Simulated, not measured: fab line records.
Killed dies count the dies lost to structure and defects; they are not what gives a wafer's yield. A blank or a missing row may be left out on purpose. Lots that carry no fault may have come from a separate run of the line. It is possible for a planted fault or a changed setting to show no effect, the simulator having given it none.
Split-lot experiment    flow n5 finfet    route with 1938 steps; 7 lots, 21 wafers read

## THE SPLIT ITSELF
At N5_SD_EPI_N_ETCH_45 (etches SiOCN in CH3F/O2, target depth 6 nm), the setting target depth a was moved away from the recipe's 60 angstrom on 5 of the 21 wafers read, by -10.2% to +10.4%. The other wafers ran this setting at the recipe's value.

The split's own step is where the reading is taken.

## THE READING
etch.depth nm (the simulator's own value, which no gauge read), in nm, at N5_SD_EPI_N_ETCH_45 (etches SiOCN in CH3F/O2, target depth 6 nm). There is no usual value for it anywhere in the file. Average 6.082 nm, standard deviation 0.11 nm, over the 16 wafers here run with the recipe.

wafer   tool, chamber at the split  target depth a as run, angstrom  against the recipe  etch.depth nm, nm  against lot-mates on the recipe
L078.2  rie diel-06, 3              60                               recipe              6.191              -
L078.4  rie diel-06, 1              57.92                            -3.5%               5.815              -0.376
L078.5  rie diel-06, 0              57.92                            -3.5%               5.828              -0.363
L087.2  rie diel-01, 1              60                               recipe              5.969              -
L087.5  rie diel-01, 2              60                               recipe              5.966              -
L087.6  rie diel-01, 1              53.9                             -10.2%              5.384              -0.583
L088.1  rie diel-06, 3              60                               recipe              6.29               -
L088.2  rie diel-06, 2              57.54                            -4.1%               5.758              -0.500
L088.6  rie diel-06, 3              60                               recipe              6.227              -
L090.2  rie diel-02, 3              60                               recipe              5.976              -
L090.3  rie diel-02, 2              60                               recipe              6.151              -
L090.5  rie diel-02, 1              60                               recipe              5.967              -
L095.2  rie diel-02, 0              60                               recipe              6.122              -
L095.3  rie diel-02, 3              60                               recipe              6.135              -
L095.5  rie diel-02, 3              60                               recipe              6.134              -
L096.1  rie diel-01, 3              60                               recipe              6.083              -
L096.2  rie diel-01, 1              60                               recipe              5.965              -
L096.6  rie diel-01, 0              60                               recipe              5.941              -
L097.3  rie diel-06, 1              60                               recipe              6.213              -
L097.4  rie diel-06, 2              66.25                            +10.4%              6.553              +0.454
L097.5  rie diel-06, 2              60                               recipe              5.985              -

THE FIT
A straight line over all 21 wafers: etch.depth nm changes by +0.059 nm for each +1% of target depth a; r = +0.89; the points scatter about the line by 0.11 nm.
The same after taking each lot's own level away (the mean of its wafers on the recipe; 21 wafers): +0.059 nm for each +1%; r = +0.91; scatter 0.098 nm.
The reading moves by 0.61 nm for the largest change in target depth a, on that fit.
From 5.9675 to 6.2585 nm: that is the span of the lots' own levels, equal to 2.6 times the standard deviation above.
Consequently the slope shifts little with the lot-to-lot level, the two slopes agreeing.
Check: with one of the wafers moved furthest among these (+10.4%) left out of the fit, the line predicts +0.721 nm for it against its lot-mates. It came out at +0.454 nm against them.

## FURTHER SPLITS ON THESE WAFERS
Before the reading, these wafers also passed through other splits. Each is held against what the fit with the lots' levels taken away leaves over:
other split on the same wafers         wafers away from the commonest value  r with etch.depth nm (lot level and that fit taken away)
N5_WELL_APT_COAT_02 spin rpm           4                                     +0.14
N5_FIN_SAQP_HM_DEP_03 time s           9                                     +0.31
N5_FIN_SAQP_EXPOSE_13 dose mj          4                                     -0.12
N5_FIN_SAQP_ETCH_52 source w           7                                     -0.32
N5_FIN_SAQP_SPACER1_ALD_24 ald cycles  7                                     +0.09
N5_DUMMY_GATE_COAT_28 spin rpm         7                                     -0.42
N5_DUMMY_GATE_EXPOSE_12 dose mj        5                                     -0.12

## FILE'S OWN FIT
etch.depth nm changes by +0.0582 nm for each +1% of target depth a, r = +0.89.
